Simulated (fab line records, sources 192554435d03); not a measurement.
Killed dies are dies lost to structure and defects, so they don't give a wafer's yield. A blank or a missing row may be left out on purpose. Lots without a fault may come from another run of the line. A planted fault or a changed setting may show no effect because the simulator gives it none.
Which tool did it? | flow n5_finfet | 9 lots, 27 wafers sampled, at 6 steps of a route of 1938

WHAT THE GAUGES READ, wafer by wafer
N5_BEOL_M2_CD_MEAS_28: target cd 26.2 nm, target cd y 24.1 nm.
lot  | measured     | on        | cd_nm (nm)
L412 | day 7 04:01  | cd_sem-01 | 26.26 26.26 26.16
L413 | day 7 07:01  | cd_sem-02 | 26.04 26.39 25.97
L416 | day 8 01:22  | cd_sem-02 | 25.97 25.84 26.17
L417 | day 8 06:34  | cd_sem-03 | 26.49 26.07 26.52
L418 | day 8 23:44  | cd_sem-02 | 25.74 25.85 26.08
L422 | day 9 17:46  | cd_sem-01 | 26.44 26.20 26.38
L427 | day 10 23:32 | cd_sem-03 | 25.90 26.53 26.15
L431 | day 11 18:51 | cd_sem-01 | 26.26 26.33 26.12
L433 | day 12 16:34 | cd_sem-01 | 26.11 25.81 25.73

N5_BEOL_M2_OVL_MEAS_29.
lot  | measured     | on         | V1_OVL (nm)
L412 | day 7 04:04  | overlay-02 | -2.1 -1.2 -0.9
L413 | day 7 07:04  | overlay-02 | 0.7 1.1 -0.8
L416 | day 8 01:24  | overlay-01 | 0.4 -0.4 -0.4
L417 | day 8 06:35  | overlay-01 | -1.5 0.0 -0.5
L418 | day 8 23:46  | overlay-01 | -1.0 0.2 -0.8
L422 | day 9 17:49  | overlay-01 | -0.1 -0.8 -0.3
L427 | day 10 23:35 | overlay-02 | -0.8 -1.8 -2.0
L431 | day 11 18:53 | overlay-02 | -0.2 -0.7 -1.6
L433 | day 12 16:35 | overlay-01 | -1.4 -1.6 -1.9

N5_BEOL_M2_INSPECT_30: inspects for defects (brightfield).
lot  | measured     | on                | raw_defect_count
L412 | day 7 04:07  | defect_inspect-01 | 558 378 464
L413 | day 7 07:07  | defect_inspect-02 | 375 402 396
L416 | day 8 01:27  | defect_inspect-02 | 431 408 296
L417 | day 8 06:39  | defect_inspect-02 | 430 426 704
L418 | day 8 23:49  | defect_inspect-01 | 285 382 410
L422 | day 9 17:51  | defect_inspect-02 | 264 318 296
L427 | day 10 23:38 | defect_inspect-02 | 591 1855 1766
L431 | day 11 18:57 | defect_inspect-01 | 683 514 453
L433 | day 12 16:39 | defect_inspect-01 | 487 417 419

N5_BEOL_M4_RC_MEAS_101.
lot  | measured     | on        | DIBL_N (mV/V)  | DIBL_P (mV/V)  | IOFF_N (nA/um)    | IOFF_P (nA/um)    | ION_N (uA/um) | ION_P (uA/um) | SS_N (mV/dec)  | SS_P (mV/dec)  | VT_N (mV)         | VT_P (mV)
L412 | day 8 17:36  | prober-01 | 36.9 34.8 37.4 | 37.8 34.3 37.7 | 0.177 0.138 0.188 | 0.222 0.175 0.220 | 669 678 690   | 460 463 466   | 71.7 70.9 71.8 | 73.2 73.1 74.0 | 248.6 253.1 247.8 | -249 -252 -250
L413 | day 9 01:41  | prober-02 | 34.9 33.5 35.1 | 35.5 33.6 36.0 | 0.155 0.128 0.159 | 0.228 0.191 0.224 | 680 667 687   | 471 466 471   | 71.6 71.3 72.0 | 73.5 72.9 73.1 | 249.3 252.2 249.7 | -249 -252 -247
L416 | day 9 20:58  | prober-01 | 36.2 35.4 36.4 | 36.6 34.5 37.0 | 0.161 0.140 0.168 | 0.244 0.202 0.238 | 670 670 679   | 472 462 470   | 71.7 71.5 71.6 | 74.0 72.5 73.5 | 248.0 250.6 248.6 | -245 -246 -246
L417 | day 10 00:01 | prober-01 | 38.3 35.9 37.5 | 38.1 33.7 36.4 | 0.188 0.130 0.166 | 0.269 0.193 0.238 | 683 663 663   | 473 467 462   | 71.7 71.6 72.2 | 74.7 72.2 73.8 | 248.0 253.9 250.4 | -245 -249 -250
L418 | day 10 11:13 | prober-01 | 36.3 37.1 36.9 | 37.3 37.9 37.7 | 0.169 0.187 0.176 | 0.261 0.267 0.256 | 678 673 689   | 474 474 474   | 71.1 72.0 71.9 | 74.2 73.4 73.4 | 248.6 245.1 248.4 | -245 -243 -244
L422 | day 11 04:09 | prober-01 | 35.7 37.9 36.0 | 35.4 37.3 35.4 | 0.134 0.174 0.140 | 0.212 0.239 0.210 | 666 681 675   | 469 465 468   | 70.7 72.1 71.0 | 72.5 73.1 72.9 | 251.2 249.5 249.9 | -249 -246 -249
L427 | day 12 06:28 | prober-02 | 35.3 36.1 35.7 | 34.2 35.6 35.5 | 0.112 0.127 0.127 | 0.167 0.185 0.185 | 653 663 666   | 454 462 462   | 71.0 71.2 71.4 | 72.3 73.1 73.3 | 253.4 254.9 253.7 | -255 -252 -252
L431 | day 12 22:23 | prober-01 | 35.9 34.7 35.5 | 35.8 34.1 34.8 | 0.153 0.133 0.139 | 0.224 0.208 0.221 | 681 670 662   | 465 466 465   | 71.5 70.7 71.4 | 73.0 73.3 73.3 | 249.2 252.9 250.5 | -249 -246 -246
L433 | day 13 16:08 | prober-02 | 37.0 36.4 36.7 | 36.3 36.3 36.4 | 0.169 0.166 0.173 | 0.218 0.213 0.222 | 677 682 680   | 459 464 464   | 72.2 71.4 72.0 | 72.9 74.0 73.8 | 249.2 247.6 247.2 | -251 -252 -249

WHICH TOOL RAN EACH LOT (tool, then ch and the chambers of the sampled wafers, then the start)
lot  | N5_BEOL_M2_ETCH_64                 | N5_BEOL_M2_ETCH_70
L412 | rie_diel-06 ch 0,1,2, day 7 03:17  | rie_diel-01 ch 0,3, day 7 12:41
L413 | rie_diel-01 ch 0,1,2, day 7 06:20  | rie_diel-01 ch 0,1, day 7 15:26
L416 | rie_diel-01 ch 0,1, day 8 00:41    | rie_diel-06 ch 2,3, day 8 11:01
L417 | rie_diel-01 ch 0,1,2, day 8 05:53  | rie_diel-06 ch 0,1,2, day 8 16:29
L418 | rie_diel-06 ch 1,2,3, day 8 22:56  | rie_diel-01 ch 0,1,3, day 9 03:58
L422 | rie_diel-06 ch 2,3, day 9 16:53    | rie_diel-01 ch 1,2, day 9 20:17
L427 | rie_diel-06 ch 1,2, day 10 22:44   | rie_diel-06 ch 0,1,2, day 11 08:08
L431 | rie_diel-02 ch 0,1,2, day 11 18:03 | rie_diel-01 ch 0,1,3, day 11 22:59
L433 | rie_diel-02 ch 0,2, day 12 15:53   | rie_diel-02 ch 0,3, day 12 18:24
- N5_BEOL_M2_ETCH_64: etches SOC in N2/H2, target depth 75 nm, overetch 22.5 nm, time 121.9 s.
- N5_BEOL_M2_ETCH_70: etches SOC in N2/H2, target depth 80 nm, overetch 24 nm, time 130 s.

WHAT THE TOOLS THEMSELVES READ (means of the sampled wafers that have a number; where no wafer has one, the mark that the record gives instead)
N5_BEOL_M2_ETCH_64.
lot  | tool        | chamber_pressure_mTorr (mTorr) | drypump_motor_current_A (A) | oes_product_au (a.u.) | rf_vpp_V (V) | showerhead_plenum_p_Torr (Torr) | throttle_valve_pct (%)
L412 | rie_diel-06 | 29.999                         | 5.4                         | 0.66                  | 523.2        | 2.54                            | 17.74
L413 | rie_diel-01 | 30.002                         | 5.4                         | 0.59                  | 525.0        | 2.58                            | 17.91
L416 | rie_diel-01 | 29.995                         | 5.6                         | 0.62                  | 525.7        | 2.61                            | 17.72
L417 | rie_diel-01 | 30.004                         | 5.4                         | 0.58                  | 525.0        | 2.58                            | 17.93
L418 | rie_diel-06 | 30.017                         | 5.6                         | 0.61                  | 524.5        | 2.55                            | 17.97
L422 | rie_diel-06 | 30.002                         | 5.7                         | 0.56                  | 525.4        | 2.60                            | 18.22
L427 | rie_diel-06 | 30.029                         | 5.1                         | 0.62                  | 523.9        | 2.52                            | 17.75
L431 | rie_diel-02 | 30.025                         | 6.0                         | 0.60                  | 527.4        | 2.66                            | 17.75
L433 | rie_diel-02 | 30.012                         | 5.7                         | 0.64                  | 527.6        | 2.68                            | 17.60

N5_BEOL_M2_ETCH_70.
lot  | tool        | chamber_pressure_mTorr (mTorr) | drypump_motor_current_A (A) | oes_product_au (a.u.) | rf_vpp_V (V) | showerhead_plenum_p_Torr (Torr) | throttle_valve_pct (%)
L412 | rie_diel-01 | 29.99                          | 6.0                         | 0.57                  | 525.4        | 2.58                            | 17.88
L413 | rie_diel-01 | 29.99                          | 5.6                         | 0.61                  | 524.7        | 2.61                            | 17.72
L416 | rie_diel-06 | 30.01                          | 6.1                         | 0.55                  | 525.9        | 2.59                            | 18.22
L417 | rie_diel-06 | 29.99                          | 5.4                         | 0.62                  | 523.7        | 2.54                            | 17.77
L418 | rie_diel-01 | 30.01                          | 5.8                         | 0.58                  | 524.7        | 2.59                            | 17.82
L422 | rie_diel-01 | 29.99                          | 5.4                         | 0.58                  | 526.5        | 2.66                            | 17.80
L427 | rie_diel-06 | 29.98                          | 5.4                         | 0.60                  | 524.4        | 2.53                            | 17.81
L431 | rie_diel-01 | 30.06                          | 5.8                         | 0.55                  | 523.9        | 2.58                            | 17.87
L433 | rie_diel-02 | 29.98                          | 5.8                         | 0.57                  | 523.4        | 2.52                            | 17.60

THE ANSWER, worked out from the rows above alone
Rule: what is usual is taken from the lots themselves. Put in order of their means at a reading, lots are off if they are a third of the lots or fewer, leave a main group of 4 or more, and stand apart from it by a gap of 3 or more times the standard deviation of the main group's means; of several such gaps the widest counts. A main group whose means are all the same, to the digits that the tables above print for the reading, isn't used. A lot without any number at a reading at which 4 lots or more have one is off too. The other lots that the step has rows for count as sound. The gauges are gone through in route order, then the tools' own readings, and for those a lot's mean is taken as printed above. The first step at which some lot is off is used, and at that step the reading that is off furthest; a lot without a number counts as furthest.
Off: L427, at N5_BEOL_M2_INSPECT_30 (raw_defect_count). The main group: mean 425, standard deviation 81.
A tool fits if, at a process step before that reading, it ran every lot that is off, and no sound lot after the first of them. The gauges at N5_BEOL_M2_INSPECT_30 are tried like those tools. Can't be told from this: 2 tools fit, rie_diel-06 at N5_BEOL_M2_ETCH_64, defect_inspect-02 at N5_BEOL_M2_INSPECT_30.

WHAT THE SIMULATOR HAD PUT IN
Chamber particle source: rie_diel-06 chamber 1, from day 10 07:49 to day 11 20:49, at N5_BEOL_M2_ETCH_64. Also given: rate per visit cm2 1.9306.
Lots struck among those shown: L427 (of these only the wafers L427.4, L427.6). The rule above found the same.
